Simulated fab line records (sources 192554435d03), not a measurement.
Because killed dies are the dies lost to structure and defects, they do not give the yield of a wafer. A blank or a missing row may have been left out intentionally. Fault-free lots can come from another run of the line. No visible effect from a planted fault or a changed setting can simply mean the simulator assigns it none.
Split-lot study	flow n5 finfet	on a route of 1938 steps: 7 lots, 39 wafers read

== SPLIT DETAILS ==
At N5_SD_EPI_N_EPI_21 (deposits Si:P, time 690 s), the setting time s was moved away from the recipe's 690 s on 12 of the 39 wafers read, by -41.1% to +58.1%. For the rest of the wafers, this setting stayed at what the recipe calls for.

The reading comes from the split's own step.

== THE READING ==
Si-P_of_SD_EPI_N_EPI_21.thk nm (the simulator's own value, which no gauge read), in nm, at N5_SD_EPI_N_EPI_21 (deposits Si:P, time 690 s). There is no usual value for it anywhere in the file. Across the 27 wafers here that went through the recipe, the average is 59.1 nm and the standard deviation 0.59 nm.

wafer	tool, chamber at the split	time s as run, s	against the recipe	Si-P_of_SD_EPI_N_EPI_21.thk nm, nm	against lot-mates on the recipe
L075.1	epi rpcvd-03, 0	1091	+58.1%	82.6	+23.1
L075.2	epi rpcvd-03, 0	690	recipe	59.4	-
L075.3	epi rpcvd-03, 0	690	recipe	59.4	-
L075.4	epi rpcvd-03, 0	1091	+58.1%	81.6	+22.1
L075.5	epi rpcvd-03, 0	1091	+58.1%	80.6	+21.1
L075.6	epi rpcvd-03, 0	690	recipe	59.8	-
L079.1	epi rpcvd-02, 0	690	recipe	59.6	-
L079.2	epi rpcvd-02, 0	690	recipe	59.6	-
L079.3	epi rpcvd-02, 0	690	recipe	60	-
L079.4	epi rpcvd-02, 0	690	recipe	60.2	-
L079.5	epi rpcvd-02, 0	690	recipe	59.4	-
L079.6	epi rpcvd-02, 0	690	recipe	58.8	-
L080.1	epi rpcvd-01, 0	797.3	+15.6%	65.4	+6.5
L080.6	epi rpcvd-01, 0	797.3	+15.6%	65.4	+6.5
L080.2	epi rpcvd-01, 0	690	recipe	59.4	-
L080.3	epi rpcvd-01, 0	797.3	+15.6%	65.2	+6.3
L080.4	epi rpcvd-01, 0	690	recipe	58	-
L080.5	epi rpcvd-01, 0	690	recipe	59.2	-
L081.1	epi rpcvd-03, 0	690	recipe	60	-
L081.2	epi rpcvd-03, 0	690	recipe	59.8	-
L081.3	epi rpcvd-03, 0	406.7	-41.1%	38	-21.8
L081.4	epi rpcvd-03, 0	406.7	-41.1%	37.6	-22.2
L081.5	epi rpcvd-03, 0	406.7	-41.1%	38.2	-21.6
L081.6	epi rpcvd-03, 0	690	recipe	59.6	-
L083.1	epi rpcvd-01, 0	690	recipe	58.6	-
L083.6	epi rpcvd-01, 0	690	recipe	58.6	-
L083.2	epi rpcvd-01, 0	690	recipe	58.8	-
L083.5	epi rpcvd-01, 0	690	recipe	58.8	-
L083.3	epi rpcvd-01, 0	690	recipe	59.2	-
L083.4	epi rpcvd-01, 0	690	recipe	58.4	-
L085.3	epi rpcvd-03, 0	690	recipe	58.6	-
L085.4	epi rpcvd-03, 0	690	recipe	58.4	-
L085.5	epi rpcvd-03, 0	690	recipe	58.2	-
L093.1	epi rpcvd-03, 0	690	recipe	59	-
L093.3	epi rpcvd-03, 0	690	recipe	59	-
L093.2	epi rpcvd-03, 0	486.1	-29.6%	45.2	-13.6
L093.4	epi rpcvd-03, 0	486.1	-29.6%	45	-13.8
L093.5	epi rpcvd-03, 0	486.1	-29.6%	44.6	-14.2
L093.6	epi rpcvd-03, 0	690	recipe	58.4	-

THE FIT
A straight line over all 39 wafers: Si-P_of_SD_EPI_N_EPI_21.thk nm changes by +0.436 nm for each +1% of time s; r = +0.99; the points scatter about the line by 1.3 nm.
The same after taking each lot's own level away (the mean of its wafers on the recipe; 39 wafers): +0.436 nm for each +1%; r = +0.99; scatter 1.4 nm.
According to that fit, moving time s by its largest amount changes the reading by 25 nm.
Across the lots, their own levels run from 58.40 to 59.80 nm, a range of 2.4 times the standard deviation given above.
So the lot-to-lot level changes the slope little: the two slopes agree.
Check: +25.1 nm against its lot-mates is what the line predicts for one of the wafers moved furthest among these (+58.1%) when that wafer is left out of the fit. It came out at +23.1 nm against them.

== THESE WAFERS: OTHER SPLITS ==
Note: prior to the reading, these wafers also went through further splits. Each is held against what the fit with the lots' levels taken away leaves over:
other split on the same wafers	wafers away from the commonest value	r with Si-P_of_SD_EPI_N_EPI_21.thk nm (lot level and that fit taken away)
N5_FIN_SAQP_ETCH_65 time s	15	+0.01

== THE WHOLE CHAIN: every reading that the file lists as answering this split, in the file's order ==
step	what it does	reading	change (the file's fit)	r (the file's)
N5_SD_EPI_N_EPI_21	deposits Si:P, time 690 s	Si-P_of_SD_EPI_N_EPI_21.thk nm (the simulator's own value, which no gauge read)	+0.435 nm for each +1% of the setting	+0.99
N5_SD_EPI_N_EPI_MEAS_23		thk nm	withheld for each +1% of the setting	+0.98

== THE FILE'S OWN FIT ==
Si-P_of_SD_EPI_N_EPI_21.thk nm changes by +0.435 nm for each +1% of time s, r = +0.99.
